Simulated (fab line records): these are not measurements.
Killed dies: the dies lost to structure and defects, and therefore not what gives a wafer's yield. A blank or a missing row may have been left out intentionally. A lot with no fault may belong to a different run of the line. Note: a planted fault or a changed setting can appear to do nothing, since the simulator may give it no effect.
Matching of chambers + flow nand-harc + 3 sister chambers for NHARC_A_CONTACT_DEP_85 on pecvd-01
The step deposits SiON, target thk 50 nm. 3 wafers are shown with their chamber, then 12 later ones without.

== WAFERS, EACH WITH ITS CHAMBER ==
| wafer  | chamber | heater-power-w (W) |
|--------|---------|--------------------|
| L087.4 | 2       | 618                |
| L092.4 | 1       | 896                |
| L092.5 | 0       | 882                |

== WAFERS MISSING THEIR CHAMBER ==
| wafer  | heater-power-w (W) |
|--------|--------------------|
| L094.1 | 649                |
| L094.3 | 884                |
| L094.5 | 905                |
| L096.1 | 742                |
| L096.5 | 877                |
| L096.6 | 724                |
| L093.2 | 788                |
| L093.3 | 874                |
| L093.5 | 624                |
| L097.2 | 699                |
| L097.4 | 774                |
| L097.5 | 858                |

== EACH ONE'S CHAMBER ==
| wafer  | from the rows above          | in truth |
|--------|------------------------------|----------|
| L094.1 | 2                            | 2        |
| L094.3 | can't be placed: 0 or 1      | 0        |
| L094.5 | can't be placed: 1 or 0      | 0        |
| L096.1 | can't be placed: 2 or 0 or 1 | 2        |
| L096.5 | can't be placed: 0 or 1      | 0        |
| L096.6 | can't be placed: 2 or 0 or 1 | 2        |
| L093.2 | can't be placed: 0 or 1 or 2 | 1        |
| L093.3 | can't be placed: 0 or 1      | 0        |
| L093.5 | 2                            | 2        |
| L097.2 | can't be placed: 2 or 0 or 1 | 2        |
| L097.4 | can't be placed: 0 or 1 or 2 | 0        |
| L097.5 | can't be placed: 0 or 1      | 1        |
2 of 12 placed correctly. These rows do not allow placing 10 (true chamber among the candidates in 10). Number placed wrongly: 0.
How it was worked out, from the rows above alone: a wafer's distance from a chamber is the root of the sum, over the readings, of the square of ((its reading less the chamber's mean) divided by the reading's scatter). If the next closest chamber is less than 2 further off than the closest, the wafer can't be placed; otherwise it belongs to the closest. The mean given for a chamber averages the wafers shown for that chamber. The scatter: root of mean squared gap, hidden wafer to nearest shown wafer, with one shown wafer a chamber.
